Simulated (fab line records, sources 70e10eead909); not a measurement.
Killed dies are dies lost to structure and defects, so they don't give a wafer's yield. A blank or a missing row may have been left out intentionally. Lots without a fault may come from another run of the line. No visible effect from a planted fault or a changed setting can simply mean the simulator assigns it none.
A lot that was struck, set against a sound lot ; flow nand-harc ; 14 out of 1302 route steps
Sound: wafers L819.1, L819.4, L819.5. Wafers L832.1, L832.4, L832.5 were the ones struck. The cause is given at the end.
Per side, at each step with rows, come the tool, then ch with its chambers, and then its first start. Under that, the readings that differ: sound wafers ; struck wafers ; difference of the means ; sigmas: that difference in standard deviations of wafers without a fault.
alike: readings whose means differ by less than 2 such deviations, and words and numbers that are the same on both sides. not compared: withheld readings, readings that some wafer has no value for, bounds like >300 that may hide the same value, and numbers for which the record gives no deviation and whose values overlap.
A row with sigmas, a row that says differs or no value, or rows on one side alone: a step with any of these is where the two part. When numbers do not overlap yet have no deviation, they are printed without sigmas and do not part them. A reading that every wafer of one side lacks parts them only if that side has two wafers or more.

first, 1 step without rows for these wafers: NHARC_A_ONON_D1_DEP_12 (target thk 1000 nm).
NHARC_A_ONON_D1_THK_MEAS_14: measures by ellipsometry.
  sound on film-metro-01 at day 9 14:01; struck on film-metro-01 at day 15 02:02
  alike: thk-nm
then, 2 steps without rows for these wafers: NHARC_A_ONON_D1_ANNEAL_15 (time 3600 s); NHARC_A_ONON_D1_DEP_16 (target thk 1000 nm).
NHARC_A_ONON_D1_THK_MEAS_18: measures by ellipsometry.
  sound on film-metro-01 at day 9 21:50; struck on film-metro-02 at day 15 09:35
  alike: thk-nm
then, 1 step without rows for these wafers: NHARC_A_ONON_D1_DEP_19 (target thk 1000 nm).
NHARC_A_ONON_D1_THK_MEAS_21: measures by ellipsometry.
  sound on film-metro-01 at day 9 22:23; struck on film-metro-01 at day 15 10:09
  alike: thk-nm
then, 1 step without rows for these wafers: NHARC_A_ONON_D1_DEP_22 (target thk 1000 nm).
NHARC_A_ONON_D1_THK_MEAS_24: measures by ellipsometry.
  sound on film-metro-01 at day 9 22:58; struck on film-metro-01 at day 15 10:43
  alike: thk-nm
then, 1 step without rows for these wafers: NHARC_A_ONON_D1_DEP_25 (target thk 1000 nm).
NHARC_A_ONON_D1_THK_MEAS_27: measures by ellipsometry.
  sound on film-metro-01 at day 9 23:31; struck on film-metro-02 at day 15 11:17
  alike: thk-nm
NHARC_A_ONON_D1_DEP_28: target thk 1000 nm.
  sound on pecvd-onon-04 ch 0, day 9 23:35; struck on pecvd-onon-03 ch 0, day 15 11:20
NHARC_A_ONON_D1_THK_MEAS_30: measures by ellipsometry.
  sound on film-metro-01 at day 10 00:05; struck on film-metro-01 at day 15 11:51
reading;sound;struck;difference;sigmas
thk-nm (nm);1005 1004 1002;1051 1050 1050;+47;+6
NHARC_A_ONON_D1_DEP_33: deposits SiO2, target thk 200 nm.
  sound on pecvd-03 ch 0,1,2, day 10 00:11; struck on pecvd-04 ch 1,2, day 15 12:04
  alike: heater-power-outer-w, heater-power-w, throttle-valve-pct
  not compared: since-wet-clean-h

WHERE THEY PART
At NHARC_A_ONON_D1_THK_MEAS_30 and nowhere else, as far as this record goes. Later steps at which nothing parts them and some readings are alike: NHARC_A_ONON_D1_DEP_33.

WHY: the cause the simulator had injected
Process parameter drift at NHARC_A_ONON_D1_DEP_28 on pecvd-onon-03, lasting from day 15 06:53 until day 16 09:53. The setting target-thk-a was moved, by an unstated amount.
